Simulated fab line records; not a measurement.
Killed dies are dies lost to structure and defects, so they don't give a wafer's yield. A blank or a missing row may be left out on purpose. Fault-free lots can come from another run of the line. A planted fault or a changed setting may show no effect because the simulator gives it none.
fab line records :: flow n5Finfet
record
  lots=6
  wafers=16
  lastDay=19
route steps=1938 shown BEOL_M13@1696 PASSIVATION@1936
lots that met no fault: from a run of the same line without faults
startH: the number of hours between the record's first day and the start of the first shown wafer of the lot :: waitH: how many hours have passed since the lot's step before this one :: " the same as in the row above :: L1.1+2: one row covering several wafers at once :: - either no value or no given start :: * or withheld: withheld :: < > ~ a bound
route shown NAME@n: NAME is a module with steps in the file, n the number in the route of the first one :: usual: mean and standard deviation over wafers with no fault :: same: alike in all rows :: chamber/n: place in a boat :: sites: each site's reading :: _std_site: the values' standard deviation :: _edge_site: outer sites' mean less inner sites' :: radiusMm: how far each site lies from the wafer's centre :: mask NAME#n: copy n :: behind: the tool/chamber that last shaped the wafer :: hold: why the lot went on hold/how many hours it stayed there/how the hold came to an end :: device: the n, p or np transistor that did not switch :: end of line: tests of these same wafers at the route's end :: where a step has no rows: the recipe by itself :: killed: the dies lost at the first sort to structure and to defects; this is not the yield of the wafer :: map: the dies of a wafer, with x for killed, . for not killed, _ for no die there
set.NAME: the setting as run; set.NAME@STEP: as run at that earlier step :: model.NAME: the simulator's own value behind a step, which no gauge read
a table for each step, a row for each wafer; lots at some steps of the route
services: the hour from which a tool's chamber was out of use, counted from the record's first day as startH (under 0 if before that day), plus the number of hours and why
## steps
# step N5_BEOL_M13_TRENCH_ETCH_34
# recipe
  chemistry=C4F8/O2/Ar
  target=SiOC
  targetDepthA=4134.7
  maskMaterial=SOC
  pressureMtorr=30
  sourceW=3000
  biasW=700
  Ar_flow_sccm=400
  C4F8_flow_sccm=15
  O2_flow_sccm=8
  heInnerTorr=15
  heOuterTorr=30
  timeS=162.6
  ionEnergyEv=250
# usual
  drypumpMotorCurrentA=5.76/0.29
  oesProductAu=0.78/0.091
  rfVppV=665/3.5
  showerheadPlenumPTorr=3.41/0.14
  throttleValvePct=24.18/0.25
# same
  timeS=162.6
lot.wafer: L857.1
tool: rieDiel-01
chamber: 0
startH: 307.13
waitH: 0.0
drypumpMotorCurrentA: 5.65
oesProductAu: 0.78
rfHoursCounterH: 107
rfVppV: 661
showerheadPlenumPTorr: 3.33
throttleValvePct: 23.83

lot.wafer: L857.4
tool: rieDiel-01
chamber: 1
startH: 307.13
waitH: 0.0
drypumpMotorCurrentA: 6.11
oesProductAu: 0.79
rfHoursCounterH: 100
rfVppV: 666
showerheadPlenumPTorr: 3.47
throttleValvePct: 24.39

lot.wafer: L857.5
tool: rieDiel-01
chamber: 3
startH: 307.13
waitH: 0.0
drypumpMotorCurrentA: 5.86
oesProductAu: 0.86
rfHoursCounterH: -
rfVppV: 668
showerheadPlenumPTorr: 3.49
throttleValvePct: 23.94

lot.wafer: L862.3
tool: rieDiel-06
chamber: 2
startH: 316.62
waitH: 0.0
drypumpMotorCurrentA: 6.02
oesProductAu: 0.73
rfHoursCounterH: 157
rfVppV: 662
showerheadPlenumPTorr: 3.26
throttleValvePct: 24.20

lot.wafer: L862.4
tool: rieDiel-06
chamber: 3
startH: 316.62
waitH: 0.0
drypumpMotorCurrentA: 5.43
oesProductAu: 0.81
rfHoursCounterH: 84
rfVppV: 670
showerheadPlenumPTorr: 3.60
throttleValvePct: 24.36

lot.wafer: L862.6
tool: rieDiel-06
chamber: 3
startH: 316.62
waitH: 0.0
drypumpMotorCurrentA: 5.41
oesProductAu: 0.81
rfHoursCounterH: -
rfVppV: 671
showerheadPlenumPTorr: 3.60
throttleValvePct: 24.36

lot.wafer: L864.1
tool: rieDiel-01
chamber: 0
startH: 355.28
waitH: 0.0
drypumpMotorCurrentA: 5.71
oesProductAu: 0.76
rfHoursCounterH: 125
rfVppV: 663
showerheadPlenumPTorr: 3.32
throttleValvePct: 23.85

lot.wafer: L864.2
tool: rieDiel-01
chamber: 2
startH: 355.28
waitH: 0.0
drypumpMotorCurrentA: 5.68
oesProductAu: 0.97
rfHoursCounterH: 3
rfVppV: 668
showerheadPlenumPTorr: 3.50
throttleValvePct: 24.21

lot.wafer: L870.2
tool: rieDiel-06
chamber: 2
startH: 375.62
waitH: 0.0
drypumpMotorCurrentA: 6.04
oesProductAu: 0.72
rfHoursCounterH: 178
rfVppV: 662
showerheadPlenumPTorr: 3.25
throttleValvePct: 24.24

lot.wafer: L870.5
tool: rieDiel-06
chamber: 3
startH: 375.62
waitH: 0.0
drypumpMotorCurrentA: 5.44
oesProductAu: 0.79
rfHoursCounterH: -
rfVppV: 668
showerheadPlenumPTorr: 3.59
throttleValvePct: 24.38

lot.wafer: L873.3
tool: rieDiel-05
chamber: 3
startH: 400.31
waitH: 0.0
drypumpMotorCurrentA: 5.79
oesProductAu: 0.76
rfHoursCounterH: 151
rfVppV: 661
showerheadPlenumPTorr: 3.29
throttleValvePct: 23.88

lot.wafer: L873.4
tool: rieDiel-05
chamber: 2
startH: 400.31
waitH: 0.0
drypumpMotorCurrentA: 5.65
oesProductAu: 0.91
rfHoursCounterH: 34
rfVppV: 664
showerheadPlenumPTorr: 3.34
throttleValvePct: 24.22

lot.wafer: L873.6
tool: rieDiel-05
chamber: 3
startH: 400.31
waitH: 0.0
drypumpMotorCurrentA: 5.77
oesProductAu: 0.77
rfHoursCounterH: -
rfVppV: 661
showerheadPlenumPTorr: 3.29
throttleValvePct: 23.87

lot.wafer: L875.1
tool: rieDiel-01
chamber: 3
startH: 420.81
waitH: 0.0
drypumpMotorCurrentA: 5.86
oesProductAu: 0.80
rfHoursCounterH: 79
rfVppV: 668
showerheadPlenumPTorr: 3.47
throttleValvePct: 23.98

lot.wafer: L875.2
tool: rieDiel-01
chamber: 1
startH: 420.81
waitH: 0.0
drypumpMotorCurrentA: 6.10
oesProductAu: 0.76
rfHoursCounterH: 135
rfVppV: 666
showerheadPlenumPTorr: 3.45
throttleValvePct: 24.41

lot.wafer: L875.4
tool: rieDiel-01
chamber: 2
startH: 420.81
waitH: 0.0
drypumpMotorCurrentA: 5.66
oesProductAu: 0.89
rfHoursCounterH: 25
rfVppV: 668
showerheadPlenumPTorr: 3.49
throttleValvePct: 24.24
# step N5_BEOL_M13_STRIP_70
# recipe
  chemistry=C4F8/O2/Ar
  resist=SiARC
  rfFrequencyHz=6e+07
# step N5_BEOL_M13_OCD_MEAS_35
# usual
  trenchDepthNm=413/9.4
lot.wafer: L857.1
tool: ocd-02
chamber: -
startH: 307.31
waitH: 0.0
trenchDepthNm: 404

lot.wafer: L857.4
tool: ocd-02
chamber: -
startH: 307.31
waitH: 0.0
trenchDepthNm: 412

lot.wafer: L857.5
tool: ocd-02
chamber: -
startH: 307.31
waitH: 0.0
trenchDepthNm: 412

lot.wafer: L862.3
tool: ocd-02
chamber: -
startH: 316.80
waitH: 0.0
trenchDepthNm: 422

lot.wafer: L862.4
tool: ocd-02
chamber: -
startH: 316.80
waitH: 0.0
trenchDepthNm: 416

lot.wafer: L862.6
tool: ocd-02
chamber: -
startH: 316.80
waitH: 0.0
trenchDepthNm: 421

lot.wafer: L864.1
tool: ocd-01
chamber: -
startH: 355.46
waitH: 0.0
trenchDepthNm: 404

lot.wafer: L864.2
tool: ocd-01
chamber: -
startH: 355.46
waitH: 0.0
trenchDepthNm: 425

lot.wafer: L870.2
tool: ocd-02
chamber: -
startH: 375.80
waitH: 0.0
trenchDepthNm: 420

lot.wafer: L870.5
tool: ocd-02
chamber: -
startH: 375.80
waitH: 0.0
trenchDepthNm: 421

lot.wafer: L873.3
tool: ocd-01
chamber: -
startH: 400.48
waitH: 0.0
trenchDepthNm: 407

lot.wafer: L873.4
tool: ocd-01
chamber: -
startH: 400.48
waitH: 0.0
trenchDepthNm: 413

lot.wafer: L873.6
tool: ocd-01
chamber: -
startH: 400.48
waitH: 0.0
trenchDepthNm: 409

lot.wafer: L875.1
tool: ocd-01
chamber: -
startH: 420.98
waitH: 0.0
trenchDepthNm: 406

lot.wafer: L875.2
tool: ocd-01
chamber: -
startH: 420.98
waitH: 0.0
trenchDepthNm: 412

lot.wafer: L875.4
tool: ocd-01
chamber: -
startH: 420.98
waitH: 0.0
trenchDepthNm: 422
# step N5_BEOL_M13_STRIP_37
# recipe
  chemistry=N2/H2
  powerW=1000
  tempC=250
  h2Frac=0.65
  overashFraction=0.3
  pressureMtorr=withheld
  n2FlowSccm=1750
  h2FlowSccm=3250
# usual
  drypumpMotorCurrentA=5.8/0.37
  heaterPowerW=325/23
  oesProductAu=0.784/0.011
lot.wafer: L857.1
tool: plasmaAsher-01
chamber: 1
startH: 307.35
waitH: 0.0
drypumpMotorCurrentA: 5.4
heaterPowerW: 344
oesProductAu: 0.801
rfHoursCounterH: 130

lot.wafer: L857.4
tool: plasmaAsher-01
chamber: 1
startH: 307.35
waitH: 0.0
drypumpMotorCurrentA: 5.4
heaterPowerW: 343
oesProductAu: 0.770
rfHoursCounterH: -

lot.wafer: L857.5
tool: plasmaAsher-01
chamber: 1
startH: 307.35
waitH: 0.0
drypumpMotorCurrentA: 5.4
heaterPowerW: 342
oesProductAu: 0.783
rfHoursCounterH: -

lot.wafer: L862.3
tool: plasmaAsher-02
chamber: 0
startH: 316.86
waitH: 0.1
drypumpMotorCurrentA: 6.1
heaterPowerW: 367
oesProductAu: 0.784
rfHoursCounterH: -

lot.wafer: L862.4
tool: plasmaAsher-02
chamber: 1
startH: 316.86
waitH: 0.1
drypumpMotorCurrentA: 5.6
heaterPowerW: 297
oesProductAu: 0.757
rfHoursCounterH: -

lot.wafer: L862.6
tool: plasmaAsher-02
chamber: 1
startH: 316.86
waitH: 0.1
drypumpMotorCurrentA: 5.5
heaterPowerW: 292
oesProductAu: 0.809
rfHoursCounterH: -

lot.wafer: L864.1
tool: plasmaAsher-01
chamber: 0
startH: 355.50
waitH: 0.0
drypumpMotorCurrentA: 6.2
heaterPowerW: 308
oesProductAu: 0.797
rfHoursCounterH: 140

lot.wafer: L864.2
tool: plasmaAsher-01
chamber: 1
startH: 355.50
waitH: 0.0
drypumpMotorCurrentA: 5.4
heaterPowerW: 338
oesProductAu: 0.788
rfHoursCounterH: 140

lot.wafer: L870.2
tool: plasmaAsher-02
chamber: 1
startH: 375.84
waitH: 0.0
drypumpMotorCurrentA: 5.5
heaterPowerW: 308
oesProductAu: 0.769
rfHoursCounterH: 100

lot.wafer: L870.5
tool: plasmaAsher-02
chamber: 1
startH: 375.84
waitH: 0.0
drypumpMotorCurrentA: 5.5
heaterPowerW: 295
oesProductAu: 0.789
rfHoursCounterH: -

lot.wafer: L873.3
tool: plasmaAsher-01
chamber: 0
startH: 400.54
waitH: 0.1
drypumpMotorCurrentA: 6.2
heaterPowerW: 299
oesProductAu: 0.781
rfHoursCounterH: -

lot.wafer: L873.4
tool: plasmaAsher-01
chamber: 1
startH: 400.54
waitH: 0.1
drypumpMotorCurrentA: 5.4
heaterPowerW: 337
oesProductAu: 0.776
rfHoursCounterH: -

lot.wafer: L873.6
tool: plasmaAsher-01
chamber: 0
startH: 400.54
waitH: 0.1
drypumpMotorCurrentA: 6.2
heaterPowerW: 299
oesProductAu: 0.784
rfHoursCounterH: -

lot.wafer: L875.1
tool: plasmaAsher-02
chamber: 1
startH: 421.02
waitH: 0.0
drypumpMotorCurrentA: 5.5
heaterPowerW: 302
oesProductAu: 0.781
rfHoursCounterH: 108

lot.wafer: L875.2
tool: plasmaAsher-02
chamber: 0
startH: 421.02
waitH: 0.0
drypumpMotorCurrentA: 6.1
heaterPowerW: 369
oesProductAu: 0.801
rfHoursCounterH: 108

lot.wafer: L875.4
tool: plasmaAsher-02
chamber: 1
startH: 421.02
waitH: 0.0
drypumpMotorCurrentA: 5.6
heaterPowerW: 300
oesProductAu: 0.795
rfHoursCounterH: -
# step N5_BEOL_M13_ETCH_38
# recipe
  chemistry=CF4/N2
  target=SiCN
  targetDepthA=675
  taperDeg=2
  timeS=71.9
  ionEnergyEv=150
  maskMaterial=SiO2
  pressureMtorr=40
  sourceW=430
  biasW=70
  Ar_flow_sccm=100
  cf4FlowSccm=60
  n2FlowSccm=60
# usual
  drypumpMotorCurrentA=5.74/0.25
  oesProductAu=0.78/0.076
  rfVppV=381.9/1.7
  showerheadPlenumPTorr=2.19/0.069
  throttleValvePct=15.40/0.25
# same
  timeS=71.9
lot.wafer: L857.1
tool: rieDiel-05
chamber: 0
startH: 307.47
waitH: -
drypumpMotorCurrentA: 5.74
oesProductAu: 0.71
rfHoursCounterH: 220
rfVppV: 381.4
showerheadPlenumPTorr: 2.17
throttleValvePct: 15.63

lot.wafer: L857.4
tool: rieDiel-05
chamber: 2
startH: 307.47
waitH: -
drypumpMotorCurrentA: 5.64
oesProductAu: 0.95
rfHoursCounterH: 8
rfVppV: 381.8
showerheadPlenumPTorr: 2.17
throttleValvePct: 15.38

lot.wafer: L857.5
tool: rieDiel-05
chamber: 1
startH: 307.47
waitH: -
drypumpMotorCurrentA: 5.19
oesProductAu: 0.69
rfHoursCounterH: -
rfVppV: 379.7
showerheadPlenumPTorr: 2.09
throttleValvePct: 15.77

lot.wafer: L862.3
tool: rieDiel-05
chamber: 0
startH: 317.59
waitH: -
drypumpMotorCurrentA: 5.77
oesProductAu: 0.69
rfHoursCounterH: 223
rfVppV: 381.9
showerheadPlenumPTorr: 2.17
throttleValvePct: 15.65

lot.wafer: L862.4
tool: rieDiel-05
chamber: 3
startH: 317.59
waitH: -
drypumpMotorCurrentA: 5.75
oesProductAu: 0.82
rfHoursCounterH: 125
rfVppV: 381.9
showerheadPlenumPTorr: 2.14
throttleValvePct: 15.18

lot.wafer: L862.6
tool: rieDiel-05
chamber: 0
startH: 317.59
waitH: -
drypumpMotorCurrentA: 5.77
oesProductAu: 0.69
rfHoursCounterH: -
rfVppV: 382.2
showerheadPlenumPTorr: 2.17
throttleValvePct: 15.65

lot.wafer: L864.1
tool: rieDiel-01
chamber: 2
startH: 357.54
waitH: -
drypumpMotorCurrentA: 5.65
oesProductAu: 0.96
rfHoursCounterH: 4
rfVppV: 382.0
showerheadPlenumPTorr: 2.25
throttleValvePct: 15.27

lot.wafer: L864.2
tool: rieDiel-01
chamber: 3
startH: 357.54
waitH: -
drypumpMotorCurrentA: 5.85
oesProductAu: 0.85
rfHoursCounterH: 58
rfVppV: 382.7
showerheadPlenumPTorr: 2.24
throttleValvePct: 15.13

lot.wafer: L870.2
tool: rieDiel-05
chamber: 0
startH: 378.04
waitH: -
drypumpMotorCurrentA: 5.82
oesProductAu: 0.68
rfHoursCounterH: 242
rfVppV: 381.3
showerheadPlenumPTorr: 2.17
throttleValvePct: 15.67

lot.wafer: L870.5
tool: rieDiel-05
chamber: 1
startH: 378.04
waitH: -
drypumpMotorCurrentA: 5.17
oesProductAu: 0.68
rfHoursCounterH: -
rfVppV: 379.7
showerheadPlenumPTorr: 2.09
throttleValvePct: 15.83

lot.wafer: L873.3
tool: rieDiel-01
chamber: 3
startH: 402.18
waitH: -
drypumpMotorCurrentA: 5.84
oesProductAu: 0.83
rfHoursCounterH: 73
rfVppV: 382.9
showerheadPlenumPTorr: 2.23
throttleValvePct: 15.15

lot.wafer: L873.4
tool: rieDiel-01
chamber: 2
startH: 402.18
waitH: -
drypumpMotorCurrentA: 5.67
oesProductAu: 0.92
rfHoursCounterH: 19
rfVppV: 383.5
showerheadPlenumPTorr: 2.25
throttleValvePct: 15.29

lot.wafer: L873.6
tool: rieDiel-01
chamber: 1
startH: 402.18
waitH: -
drypumpMotorCurrentA: 6.11
oesProductAu: 0.76
rfHoursCounterH: -
rfVppV: 385.1
showerheadPlenumPTorr: 2.22
throttleValvePct: 15.52

lot.wafer: L875.1
tool: rieDiel-05
chamber: 1
startH: 422.18
waitH: -
drypumpMotorCurrentA: 5.18
oesProductAu: 0.67
rfHoursCounterH: 246
rfVppV: 379.7
showerheadPlenumPTorr: 2.08
throttleValvePct: 15.86

lot.wafer: L875.2
tool: rieDiel-05
chamber: 2
startH: 422.18
waitH: -
drypumpMotorCurrentA: 5.62
oesProductAu: 0.86
rfHoursCounterH: 44
rfVppV: 381.8
showerheadPlenumPTorr: 2.16
throttleValvePct: 15.47

lot.wafer: L875.4
tool: rieDiel-05
chamber: 2
startH: 422.18
waitH: -
drypumpMotorCurrentA: 5.66
oesProductAu: 0.86
rfHoursCounterH: -
rfVppV: 380.3
showerheadPlenumPTorr: 2.15
throttleValvePct: 15.46
# step N5_BEOL_M13_PRECLEAN_39
# recipe
  chemistry=residueRemover
  timeS=60
  tempC=40
# step N5_BEOL_M13_SRD_40
# recipe
  timeS=30
  tempC=23
  rinseLiquid=diw
  dry=n2Spin
  spinRpm=1500
  dryTimeS=30
# step N5_BEOL_M13_DEGAS_41
# recipe
  ambient=vacuum
  tempC=250
  timeS=60
# step N5_BEOL_M13_PRE_CLEAN_42
# recipe
  gas=H2/He
  timeS=30
  tempC=250
# step N5_BEOL_M13_SPUTTER_43
# recipe
  material=TaN
  targetThkA=150
  tempC=50
  biasV=168.6
  powerW=15000
  chamberPressurePa=0.12
  timeS=24.19
# step N5_BEOL_M13_SPUTTER_44
# recipe
  material=Ta
  targetThkA=100
  tempC=50
  biasV=80
  powerW=15000
  chamberPressurePa=0.07
  timeS=16.13
# usual
  throttleValvePct=29.9/1.3
# same
  timeS=16.13
lot.wafer: L857.1
tool: pvdSputter-03
chamber: -
startH: 307.82
waitH: 0.0
throttleValvePct: 29.0

lot.wafer: L857.4
tool: pvdSputter-03
chamber: -
startH: 307.82
waitH: 0.0
throttleValvePct: 28.8

lot.wafer: L857.5
tool: pvdSputter-03
chamber: -
startH: 307.82
waitH: 0.0
throttleValvePct: 28.9

lot.wafer: L862.3
tool: pvdSputter-01
chamber: -
startH: 318.13
waitH: 0.0
throttleValvePct: 32.8

lot.wafer: L862.4
tool: pvdSputter-01
chamber: -
startH: 318.13
waitH: 0.0
throttleValvePct: 28.4

lot.wafer: L862.6
tool: pvdSputter-01
chamber: -
startH: 318.13
waitH: 0.0
throttleValvePct: 31.0

lot.wafer: L864.1
tool: pvdSputter-01
chamber: -
startH: 358.23
waitH: 0.0
throttleValvePct: 28.7

lot.wafer: L864.2
tool: pvdSputter-01
chamber: -
startH: 358.23
waitH: 0.0
throttleValvePct: 30.8

lot.wafer: L870.2
tool: pvdSputter-01
chamber: -
startH: 378.83
waitH: 0.0
throttleValvePct: 32.6

lot.wafer: L870.5
tool: pvdSputter-01
chamber: -
startH: 378.83
waitH: 0.0
throttleValvePct: 30.7

lot.wafer: L873.3
tool: pvdSputter-02
chamber: -
startH: 402.76
waitH: 0.0
throttleValvePct: 31.3

lot.wafer: L873.4
tool: pvdSputter-02
chamber: -
startH: 402.76
waitH: 0.0
throttleValvePct: 31.2

lot.wafer: L873.6
tool: pvdSputter-02
chamber: -
startH: 402.76
waitH: 0.0
throttleValvePct: 30.3

lot.wafer: L875.1
tool: pvdSputter-01
chamber: -
startH: 422.90
waitH: 0.0
throttleValvePct: 30.7

lot.wafer: L875.2
tool: pvdSputter-01
chamber: -
startH: 422.90
waitH: 0.0
throttleValvePct: 32.8

lot.wafer: L875.4
tool: pvdSputter-01
chamber: -
startH: 422.90
waitH: 0.0
throttleValvePct: 31.0
# step N5_BEOL_M13_SPUTTER_45
# recipe
  material=Cu
  targetThkA=800
  tempC=-20
  biasV=60
  powerW=26000
  chamberPressurePa=0.13
  timeS=13.33
# step N5_BEOL_M13_ECD_47
# recipe
  material=Cu
  targetThkA=9360
lot.wafer: L857.1
tool: ecdCu-02
chamber: 1
startH: 308.02
waitH: 0.1
model.Cu_of_BEOL_M13_ECD_47.thkNm: 938.8

lot.wafer: L857.4
tool: ecdCu-02
chamber: 0
startH: 308.02
waitH: 0.1
model.Cu_of_BEOL_M13_ECD_47.thkNm: 933.8

lot.wafer: L857.5
tool: ecdCu-02
chamber: 0
startH: 308.02
waitH: 0.1
model.Cu_of_BEOL_M13_ECD_47.thkNm: 941.4

lot.wafer: L862.3
tool: ecdCu-02
chamber: 0
startH: 318.38
waitH: 0.1
model.Cu_of_BEOL_M13_ECD_47.thkNm: 941.2

lot.wafer: L862.4
tool: ecdCu-02
chamber: 1
startH: 318.38
waitH: 0.1
model.Cu_of_BEOL_M13_ECD_47.thkNm: 938.4

lot.wafer: L862.6
tool: ecdCu-02
chamber: 0
startH: 318.38
waitH: 0.1
model.Cu_of_BEOL_M13_ECD_47.thkNm: 940

lot.wafer: L864.1
tool: ecdCu-02
chamber: 0
startH: 358.43
waitH: 0.1
model.Cu_of_BEOL_M13_ECD_47.thkNm: 731

lot.wafer: L864.2
tool: ecdCu-02
chamber: 1
startH: 358.43
waitH: 0.1
model.Cu_of_BEOL_M13_ECD_47.thkNm: 730

lot.wafer: L870.2
tool: ecdCu-02
chamber: 0
startH: 379.03
waitH: 0.1
model.Cu_of_BEOL_M13_ECD_47.thkNm: 724.4

lot.wafer: L870.5
tool: ecdCu-02
chamber: 0
startH: 379.03
waitH: 0.1
model.Cu_of_BEOL_M13_ECD_47.thkNm: 929.8

lot.wafer: L873.3
tool: ecdCu-01
chamber: 0
startH: 403.01
waitH: 0.1
model.Cu_of_BEOL_M13_ECD_47.thkNm: 942

lot.wafer: L873.4
tool: ecdCu-01
chamber: 1
startH: 403.01
waitH: 0.1
model.Cu_of_BEOL_M13_ECD_47.thkNm: 938

lot.wafer: L873.6
tool: ecdCu-01
chamber: 1
startH: 403.01
waitH: 0.1
model.Cu_of_BEOL_M13_ECD_47.thkNm: 948

lot.wafer: L875.1
tool: ecdCu-01
chamber: 1
startH: 423.10
waitH: 0.1
model.Cu_of_BEOL_M13_ECD_47.thkNm: 930.6

lot.wafer: L875.2
tool: ecdCu-01
chamber: 0
startH: 423.10
waitH: 0.1
model.Cu_of_BEOL_M13_ECD_47.thkNm: 943.2

lot.wafer: L875.4
tool: ecdCu-01
chamber: 1
startH: 423.10
waitH: 0.1
model.Cu_of_BEOL_M13_ECD_47.thkNm: 952.6
# step N5_BEOL_M13_ANNEAL_48
# recipe
  tempC=225
  timeS=90
  ambient=N2
# usual
  wafer_temp_C_max=226.4/0.32
# same
  timeS=90
lot.wafer: L857.1
tool: rtpAnneal-02
chamber: 0
startH: 308.22
waitH: 0.2
wafer_temp_C_max: 226.2

lot.wafer: L857.4
tool: rtpAnneal-02
chamber: 0
startH: 308.22
waitH: 0.2
wafer_temp_C_max: 226.8

lot.wafer: L857.5
tool: rtpAnneal-02
chamber: 0
startH: 308.22
waitH: 0.2
wafer_temp_C_max: 226.5

lot.wafer: L862.3
tool: rtpAnneal-02
chamber: 0
startH: 319.39
waitH: 1.0
wafer_temp_C_max: 227.0

lot.wafer: L862.4
tool: rtpAnneal-02
chamber: 0
startH: 319.39
waitH: 1.0
wafer_temp_C_max: 226.3

lot.wafer: L862.6
tool: rtpAnneal-02
chamber: 0
startH: 319.39
waitH: 1.0
wafer_temp_C_max: 226.2

lot.wafer: L864.1
tool: rtpAnneal-02
chamber: 0
startH: 358.61
waitH: 0.1
wafer_temp_C_max: 226.4

lot.wafer: L864.2
tool: rtpAnneal-02
chamber: 0
startH: 358.61
waitH: 0.1
wafer_temp_C_max: 226.9

lot.wafer: L870.2
tool: rtpAnneal-01
chamber: 0
startH: 379.24
waitH: 0.2
wafer_temp_C_max: 225.9

lot.wafer: L870.5
tool: rtpAnneal-01
chamber: 0
startH: 379.24
waitH: 0.2
wafer_temp_C_max: 226.3

lot.wafer: L873.3
tool: rtpAnneal-01
chamber: 0
startH: 403.23
waitH: 0.2
wafer_temp_C_max: 226.3

lot.wafer: L873.4
tool: rtpAnneal-01
chamber: 0
startH: 403.23
waitH: 0.2
wafer_temp_C_max: 226.0

lot.wafer: L873.6
tool: rtpAnneal-01
chamber: 0
startH: 403.23
waitH: 0.2
wafer_temp_C_max: 226.5

lot.wafer: L875.1
tool: rtpAnneal-02
chamber: 0
startH: 423.26
waitH: 0.1
wafer_temp_C_max: 227.4

lot.wafer: L875.2
tool: rtpAnneal-02
chamber: 0
startH: 423.26
waitH: 0.1
wafer_temp_C_max: 226.2

lot.wafer: L875.4
tool: rtpAnneal-02
chamber: 0
startH: 423.26
waitH: 0.1
wafer_temp_C_max: 226.1
# step N5_PASSIVATION_PROBE_49
# usual
  defectLimitedYield=91.2/1.4
  killed_at_M0_to_M3=34/9.3
  killed_at_M4_up=14/5.9
  killedAtContacts=14/5.7
  killedAtFrontEnd=38/10
  killedAtOther=4/3.2
  killedDies=104/17
  killedOpen=67/13
  killedShort=33/6.9
  sort_bin_5_function=5.2/1
  sort_bin_6_memory=3.3/0.61
  sort_bin_8_speed=0.3/1.8
  sortNPass=1069/52
  sortYieldPct=91/4.4
# same
  grossDies=1180
  killedAtBackSide=0
  sort_bin_4_leakage[%]=0
lot.wafer: L864.1
tool: prober-02
chamber: -
startH: 385.13
waitH: 0.0
defectLimitedYield[%]: 93.1
killed_at_M0_to_M3: 31
killed_at_M4_up: 10
killedAtContacts: 10
killedAtFrontEnd: 28
killedAtOther: 3
killedDies: 82
killedOpen: 59
killedShort: 22
sort_bin_5_function[%]: 3.8
sort_bin_6_memory[%]: 3.0
sort_bin_8_speed[%]: 0
sortNPass: 1098
sortYieldPct[%]: 93

lot.wafer: L870.2
tool: prober-01
chamber: -
startH: 408.73
waitH: 0.1
defectLimitedYield[%]: 89.2
killed_at_M0_to_M3: 34
killed_at_M4_up: 13
killedAtContacts: 34
killedAtFrontEnd: 45
killedAtOther: 2
killedDies: 128
killedOpen: 64
killedShort: 33
sort_bin_5_function[%]: 7.8
sort_bin_6_memory[%]: 2.7
sort_bin_8_speed[%]: 0
sortNPass: 1052
sortYieldPct[%]: 89

lot.wafer: L870.5
tool: prober-01
chamber: -
startH: 408.88
waitH: 0.2
defectLimitedYield[%]: 91.5
killed_at_M0_to_M3: 24
killed_at_M4_up: 10
killedAtContacts: 17
killedAtFrontEnd: 42
killedAtOther: 7
killedDies: 100
killedOpen: 57
killedShort: 37
sort_bin_5_function[%]: 4.7
sort_bin_6_memory[%]: 3.2
sort_bin_8_speed[%]: 0
sortNPass: 1080
sortYieldPct[%]: 92
# killed by level:class
L864.1 BEOL_M3:geometricParticle:open=11 MOL_CONTACT_COAG:geometricParticle:open=9 BEOL_M2:geometricParticle:open=9 FIN_SAQP:geometricParticle:open=6 STARTING-WAFER:geometricParticle:short=5 DUMMY_GATE:geometricParticle:open=4 BEOL_M5:geometricParticle:open=4 BEOL_M0_SAQP:geometricParticle:open=3
L870.2 MOL_CONTACT_COAG:areaEtch=25 BEOL_M3:geometricParticle:open=16 FIN_SAQP:geometricParticle:open=8 GATE_CUT:geometricParticle:short=8 GATE_CUT:geometricParticle:open=7 STI_FIN_REVEAL:geometricParticle:open=5 MOL_CONTACT_COAG:geometricParticle:open=5 BEOL_M0_SAQP:geometricParticle:open=5
L870.5 MOL_CONTACT_COAG:geometricParticle:open=16 BEOL_M0_SAQP:geometricParticle:short=11 STI_FIN_REVEAL:geometricParticle:open=7 BEOL_M0_SAQP:geometricParticle:open=5 GATE_CUT:geometricParticle:short=4 BEOL_M5:geometricParticle:open=4 STARTING-WAFER:geometricParticle:short=4 STARTING-WAFER:geometricParticle:open=4
## services
tool: rieDiel-05
chamber: 2
startH: 283.64
hours: 2.9
kind: repair

tool: rieDiel-05
chamber: 2
startH: 290.80
hours: 7.5
kind: repair

tool: ecdCu-01
chamber: -
startH: 304.75
hours: 2.1
kind: repair

tool: rieDiel-01
chamber: 2
startH: 321.42
hours: -
kind: clean

tool: rieDiel-01
chamber: 2
startH: 321.42
hours: -
kind: consumableReplace:focusRing

tool: rieDiel-01
chamber: 2
startH: 321.42
hours: 26.0
kind: scheduledDown

tool: rieDiel-01
chamber: 2
startH: 321.42
hours: 26.0
kind: ventCycle

tool: rieDiel-06
chamber: 1
startH: 338.94
hours: -
kind: clean

tool: rieDiel-06
chamber: 1
startH: 338.94
hours: -
kind: consumableReplace:focusRing

tool: rieDiel-06
chamber: 1
startH: 338.94
hours: -
kind: consumableReplace:showerhead

tool: rieDiel-06
chamber: 1
startH: 338.94
hours: 19.4
kind: scheduledDown

tool: rieDiel-06
chamber: 1
startH: 338.94
hours: 19.4
kind: ventCycle

tool: rieDiel-05
chamber: 2
startH: 344.91
hours: 8.1
kind: repair

tool: rieDiel-01
chamber: 1
startH: 352.91
hours: 9.1
kind: repair

tool: rieDiel-01
chamber: 0
startH: 360.33
hours: 9.2
kind: repair

tool: plasmaAsher-02
chamber: -
startH: 404.44
hours: 3.8
kind: repair

tool: rieDiel-05
chamber: 0
startH: 405.95
hours: -
kind: clean

tool: rieDiel-05
chamber: 0
startH: 405.95
hours: -
kind: consumableReplace:focusRing

tool: rieDiel-05
chamber: 0
startH: 405.95
hours: 18.7
kind: scheduledDown

tool: rieDiel-05
chamber: 0
startH: 405.95
hours: 18.7
kind: ventCycle

tool: ecdCu-02
chamber: -
startH: 407.81
hours: 0.9
kind: repair

tool: ecdCu-01
chamber: -
startH: 413.18
hours: 6.0
kind: repair

tool: plasmaAsher-02
chamber: -
startH: 422.69
hours: 15.6
kind: pm
## key
firstSign none at tools or gauges
modelEffect
  step=N5_BEOL_M13_ECD_47
  value=Cu_of_BEOL_M13_ECD_47.thkNm
  without=927.7
  struck=728.5
metAt N5_BEOL_M13_ECD_47
struckWafers L864.1,L864.2,L870.2
baselineLoss
  step=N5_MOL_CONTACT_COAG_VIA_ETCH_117
  wafers=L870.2
onsetBetween 318.38 358.43
fault
  kind=processParameterDrift
  tool=ecdCu-02
  chamber=-
  onsetH=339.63
  steps=N5_BEOL_M13_ECD_47
  channel=targetThkA
  offset=*
  shape=step
  endH=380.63
  scope=struckWafersOnly
  actsIn=*
  stated=*
# baselineLoss: these wafers lose ten dies or more at that step, a loss of the line's own and not of a fault; the sort's usual values leave them out
